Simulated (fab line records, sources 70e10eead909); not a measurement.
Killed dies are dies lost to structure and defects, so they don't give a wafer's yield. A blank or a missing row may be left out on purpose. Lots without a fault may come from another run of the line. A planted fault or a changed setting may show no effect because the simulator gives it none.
Which tool did it? | flow nand_harc | 13 lots, 39 wafers sampled, at 5 steps of a route of 1159

WHAT THE GAUGES READ, wafer by wafer
NHARC_THIN_TSV_THK_MEAS_02: measures by ir. Usual: thk_nm 2998 nm, standard deviation 230.
lot  | measured     | on            | thk_nm (nm)    | flag
L246 | day 18 18:46 | film_metro-02 | 2858 2472 2777 |
L245 | day 18 17:35 | film_metro-02 | 2976 3352 3333 |
L248 | day 18 22:25 | film_metro-02 | 3243 3191 3030 |
L251 | day 20 00:13 | film_metro-02 | 3044 3269 3059 |
L250 | day 20 02:07 | film_metro-02 | 2900 3017 2987 |
L249 | day 19 22:55 | film_metro-02 | 3176 3130 2760 |
L253 | day 20 10:35 | film_metro-02 | 2579 2769 2783 |
L252 | day 20 17:11 | film_metro-02 | 2617 2585 2821 |
L254 | day 20 18:24 | film_metro-01 | 2919 2899 3035 |
L255 | day 21 10:34 | film_metro-01 | 3030 3311 3006 |
L256 | day 21 16:29 | film_metro-01 | 2750 3050 2712 |
L259 | day 22 11:27 | film_metro-02 | 2986 3074 3072 |
L260 | day 22 02:46 | film_metro-01 | 2985 3042 3054 |

NHARC_END_SORT_01. Usual: killed_at_array 29, standard deviation 11; killed_at_other 0.6, standard deviation 0.89; killed_at_periphery 3.8, standard deviation 2.8; killed_dies 33, standard deviation 12; killed_open 3.5, standard deviation 1.9; killed_short 1.9, standard deviation 1.3.
lot  | measured     | on        | killed_at_array | killed_at_other | killed_at_periphery | killed_dies | killed_open | killed_short | flag
L256 | day 22 08:41 | prober-02 | 107 111 112     | 0 1 0           | 3 1 4               | 110 113 116 | 4 7 4       | 0 1 3        | OFF
L260 | day 22 23:41 | prober-02 | 106 116 114     | 0 0 0           | 6 10 7              | 112 126 121 | 2 0 2       | 1 1 3        | OFF

WHICH TOOL RAN EACH LOT (tool, then ch and the chambers of the sampled wafers, then the start)
lot  | NHARC_A_STAIRCASE_HM_DEP_456  | NHARC_A_BONDPAD_CMP_19        | NHARC_THIN_TSV_DESCUM_35
L246 | acl_dep-03 ch 0, day 11 11:00 | cmp-02 ch 0,1, day 18 05:41   | rie_diel-06 ch 1,2, day 19 06:42
L245 | acl_dep-03 ch 0, day 11 14:40 | cmp-02 ch 1,2, day 18 05:59   | rie_diel-08 ch 1,2, day 19 06:32
L248 | acl_dep-01 ch 0, day 12 00:14 | cmp-04 ch 1,2,3, day 18 09:10 | rie_diel-08 ch 0,1,2, day 19 07:19
L251 | acl_dep-02 ch 0, day 13 05:42 | cmp-02 ch 0,2,3, day 19 11:53 | rie_diel-08 ch 1,2,3, day 20 08:51
L250 | acl_dep-03 ch 0, day 13 06:38 | cmp-04 ch 0,3, day 19 11:55   | rie_diel-06 ch 1,2,3, day 20 10:08
L249 | acl_dep-02 ch 0, day 13 06:55 | cmp-03 ch 0,1,2, day 19 10:56 | rie_diel-06 ch 0,1,3, day 20 07:22
L253 | acl_dep-02 ch 0, day 13 19:31 | cmp-04 ch 0,2,3, day 19 22:27 | rie_diel-08 ch 1,2,3, day 20 17:40
L252 | acl_dep-01 ch 0, day 13 20:46 | cmp-02 ch 1,3, day 20 04:23   | rie_diel-09 ch 0,2,3, day 21 00:22
L254 | acl_dep-02 ch 0, day 13 21:04 | cmp-03 ch 1,2,3, day 20 04:02 | rie_diel-06 ch 1,3, day 21 01:40
L255 | acl_dep-01 ch 0, day 14 07:19 | cmp-02 ch 0,2,3, day 20 21:58 | rie_diel-08 ch 2,3, day 21 17:35
L256 | acl_dep-01 ch 0, day 14 20:49 | cmp-04 ch 1,2, day 21 04:30   | rie_diel-06 ch 0,2,3, day 21 23:41
L259 | acl_dep-02 ch 0, day 15 06:22 | cmp-03 ch 1,3, day 21 21:29   | rie_diel-06 ch 1,2,3, day 22 18:47
L260 | acl_dep-01 ch 0, day 15 06:56 | cmp-03 ch 2,3, day 21 14:50   | rie_diel-08 ch 2,3, day 22 09:55
- NHARC_A_STAIRCASE_HM_DEP_456: deposits aC, target thk 1500 nm.
- NHARC_A_BONDPAD_CMP_19: polishes, t overpolish 30 s, cu recess touch 16 s, target thk 169.8 nm.
- NHARC_THIN_TSV_DESCUM_35: chemistry O2, time 3 s.

WHAT THE TOOLS THEMSELVES READ (means of the sampled wafers that have a number; where no wafer has one, the mark that the record gives instead)
NHARC_A_STAIRCASE_HM_DEP_456. Usual: throttle_valve_pct 35.001 %, standard deviation 0.0087.
lot  | tool       | throttle_valve_pct (%) | flag
L246 | acl_dep-03 | 35.002                 |
L245 | acl_dep-03 | 35.003                 |
L248 | acl_dep-01 | 34.994                 |
L251 | acl_dep-02 | 35.012                 |
L250 | acl_dep-03 | 35.003                 |
L249 | acl_dep-02 | 34.998                 |
L253 | acl_dep-02 | 34.996                 |
L252 | acl_dep-01 | 34.995                 |
L254 | acl_dep-02 | 34.996                 |
L255 | acl_dep-01 | 35.001                 |
L256 | acl_dep-01 | 35.008                 |
L259 | acl_dep-02 | 35.006                 |
L260 | acl_dep-01 | 34.990                 |

NHARC_A_BONDPAD_CMP_19. Usual: motor_current_A 12.8 A, standard deviation 1.6; overpolish_run_s 30.000 s, standard deviation 0.0088.
lot  | tool   | motor_current_A (A) | overpolish_run_s (s) | flag
L246 | cmp-02 | 14.0                | 30.014               |
L245 | cmp-02 | 13.4                | 29.998               |
L248 | cmp-04 | 13.2                | 29.994               |
L251 | cmp-02 | 12.2                | 29.988               |
L250 | cmp-04 | 11.5                | 30.000               |
L249 | cmp-03 | 11.9                | 29.991               |
L253 | cmp-04 | 12.6                | 29.998               |
L252 | cmp-02 | 12.4                | 30.003               |
L254 | cmp-03 | 12.9                | 30.006               |
L255 | cmp-02 | 11.9                | 30.000               |
L256 | cmp-04 | 14.2                | 30.000               |
L259 | cmp-03 | 14.4                | 30.001               |
L260 | cmp-03 | 12.3                | 30.001               |

NHARC_THIN_TSV_DESCUM_35. Usual: chamber_pressure_mTorr 60.00 mTorr, standard deviation 0.06; drypump_motor_current_A 5.5 A, standard deviation 0.67; mfc_ar_sccm 0.013 sccm, standard deviation 0.016; oes_product_au 0.999 a.u., standard deviation 0.0078; rf_vpp_V 57.6 V, standard deviation 0.9; showerhead_plenum_p_Torr 1.89 Torr, standard deviation 0.087; throttle_valve_pct 11.311 %, standard deviation 0.0093.
lot  | tool        | chamber_pressure_mTorr (mTorr) | drypump_motor_current_A (A) | mfc_ar_sccm (sccm) | oes_product_au (a.u.) | rf_vpp_V (V) | showerhead_plenum_p_Torr (Torr) | throttle_valve_pct (%) | flag
L246 | rie_diel-06 | 59.97                          | 4.8                         | 0.014              | 0.996                 | 57.8         | 1.95                            | 11.319                 |
L245 | rie_diel-08 | 59.99                          | 5.7                         | 0.000              | 0.995                 | 58.2         | 1.86                            | 11.313                 |
L248 | rie_diel-08 | 60.04                          | 5.4                         | 0.000              | 0.996                 | 57.6         | 1.85                            | 11.319                 |
L251 | rie_diel-08 | 59.98                          | 5.5                         | 0.012              | 0.998                 | 57.2         | 1.86                            | 11.305                 |
L250 | rie_diel-06 | 60.02                          | 5.5                         | 0.007              | 0.999                 | 57.5         | 1.96                            | 11.315                 |
L249 | rie_diel-06 | 60.03                          | 6.0                         | 0.013              | 1.002                 | 58.4         | 1.93                            | 11.316                 |
L253 | rie_diel-08 | 60.03                          | 5.5                         | 0.012              | 1.007                 | 56.6         | 1.86                            | 11.313                 |
L252 | rie_diel-09 | 60.03                          | 5.7                         | 0.007              | 1.000                 | 57.1         | 1.91                            | 11.312                 |
L254 | rie_diel-06 | 60.03                          | 6.1                         | 0.000              | 0.994                 | 57.9         | 1.96                            | 11.308                 |
L255 | rie_diel-08 | 59.98                          | 5.2                         | 0.024              | 1.001                 | 58.1         | 1.86                            | 11.312                 |
L256 | rie_diel-06 | 59.99                          | 5.9                         | 0.020              | 1.002                 | 57.1         | 1.96                            | 11.311                 |
L259 | rie_diel-06 | 59.99                          | 5.4                         | 0.007              | 0.991                 | 57.6         | 1.96                            | 11.320                 |
L260 | rie_diel-08 | 59.98                          | 5.3                         | 0.024              | 0.993                 | 57.5         | 1.86                            | 11.306                 |

THE ANSWER, worked out from the rows above alone
Rule: a lot is off if the mean of its wafers that have a number lies more than 3 standard deviations from the usual mean. A lot without any number at a reading at which 4 lots or more have one is off too. The other lots that the step has rows for count as sound. The gauges are gone through in route order, then the tools' own readings, and for those a lot's mean is taken as printed above. The first step at which some lot is off is used, and at that step the reading that is off furthest; a lot without a number counts as furthest.
Off: L256, L260, at NHARC_END_SORT_01 (killed_at_array). Neither off nor sound, because the step has no rows for them: L246, L245, L248, L251, L250, L249, L253, L252, L254, L255, L259.
A tool fits if, at a process step before that reading, it ran every lot that is off, and no sound lot after the first of them. The gauges at NHARC_END_SORT_01 are tried like those tools. Can't be told from this: 2 tools fit, acl_dep-01 at NHARC_A_STAIRCASE_HM_DEP_456, prober-02 at NHARC_END_SORT_01.

WHAT THE SIMULATOR HAD PUT IN
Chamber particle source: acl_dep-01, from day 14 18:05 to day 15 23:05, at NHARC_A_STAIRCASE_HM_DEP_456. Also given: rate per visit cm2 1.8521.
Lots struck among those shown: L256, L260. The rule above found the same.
